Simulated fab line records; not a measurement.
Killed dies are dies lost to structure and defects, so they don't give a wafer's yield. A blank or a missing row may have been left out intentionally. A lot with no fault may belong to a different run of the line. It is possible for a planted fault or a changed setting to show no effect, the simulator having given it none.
Lot-split experiment	flow n5 finfet	21 wafers read from 7 lots, route of 1938 steps

SPLIT DETAILS
At N5_BEOL_M14_PEB_26 (peb time 90 s), the setting peb temp c was moved away from the recipe's 130 C on 7 of the 21 wafers read, by -2.8% to +0.8%. This setting was run at the recipe's value on the other wafers.

FROM THE SPLIT TO THE READING: what the file shows between them, 2 steps
- N5_BEOL_M14_DEVELOP_27: develop time 45 s
- N5_BEOL_M14_HARDBAKE_32: time 120 s

THE READING
cd nm at N5_BEOL_M14_CD_MEAS_28, given in nm (cd target 284.4 nm). Fault-free wafers of this fab line usually give 285.8 nm, standard deviation 2.2 nm.

wafer	tool, chamber at the split	peb temp c as run, C	against the recipe	cd nm, nm	against lot-mates on the recipe
L082.1	litho track-05, 0	130	recipe	285.9	-
L082.2	litho track-05, 0	126.4	-2.8%	268.2	-17.0
L082.6	litho track-05, 0	130	recipe	284.5	-
L083.1	litho track-02, 0	128.3	-1.3%	277.1	-9.3
L083.4	litho track-02, 0	128.3	-1.3%	277.7	-8.7
L083.6	litho track-02, 0	130	recipe	286.4	-
L087.1	litho track-05, 0	130	recipe	288.4	-
L087.4	litho track-05, 0	130	recipe	286.0	-
L087.6	litho track-05, 0	130	recipe	286.2	-
L090.2	litho track-05, 0	130	recipe	282.7	-
L090.3	litho track-05, 0	130	recipe	284.6	-
L090.5	litho track-05, 0	130	recipe	285.2	-
L092.1	litho track-02, 0	130	recipe	284.8	-
L092.3	litho track-02, 0	130	recipe	285.5	-
L092.5	litho track-02, 0	130	recipe	287.5	-
L093.3	litho track-05, 0	131	+0.8%	286.8	+2.1
L093.4	litho track-05, 0	131	+0.8%	287.2	+2.5
L093.6	litho track-05, 0	130	recipe	284.7	-
L094.1	litho track-03, 0	127.6	-1.8%	276.3	-9.5
L094.5	litho track-03, 0	130	recipe	285.8	-
L094.6	litho track-03, 0	127.6	-1.8%	271.1	-14.7

FIT RESULTS
A straight line over all 21 wafers: cd nm changes by +5.86 nm for each +1% of peb temp c; r = +0.95; the points scatter about the line by 1.7 nm.
The same after taking each lot's own level away (the mean of its wafers on the recipe; 21 wafers): +6.06 nm for each +1%; r = +0.97; scatter 1.4 nm.
That fit puts the effect of the largest move of peb temp c on the reading at 17 nm.
From 284.17 to 286.87 nm: that is the span of the lots' own levels, equal to 1.2 times the standard deviation above.
Consequently the slope shifts little with the lot-to-lot level, the two slopes agreeing.
Check: with one of the wafers moved furthest among these (-2.8%) left out of the fit, the line predicts -17.3 nm for it against its lot-mates. Against them it came out at -17 nm.

OTHER SPLITS APPLIED TO THESE WAFERS
Note: prior to the reading, these wafers also went through further splits. Each is held against what the fit with the lots' levels taken away leaves over:
other split on the same wafers	wafers away from the commonest value	r with cd nm (lot level and that fit taken away)
N5_BEOL_M11_EXPOSE_25 dose mj	7	-0.03
N5_BEOL_M12_COAT_04 spin rpm	4	+0.34
N5_BEOL_M12_PEB_08 peb time s	5	-0.19
N5_BEOL_M12_TRENCH_ETCH_34 time s	10	-0.36
N5_BEOL_M12_SPUTTER_45 time s	4	+0.07

FILE'S OWN FIT
cd nm changes by +6.19 nm for each +1% of peb temp c, r = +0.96.
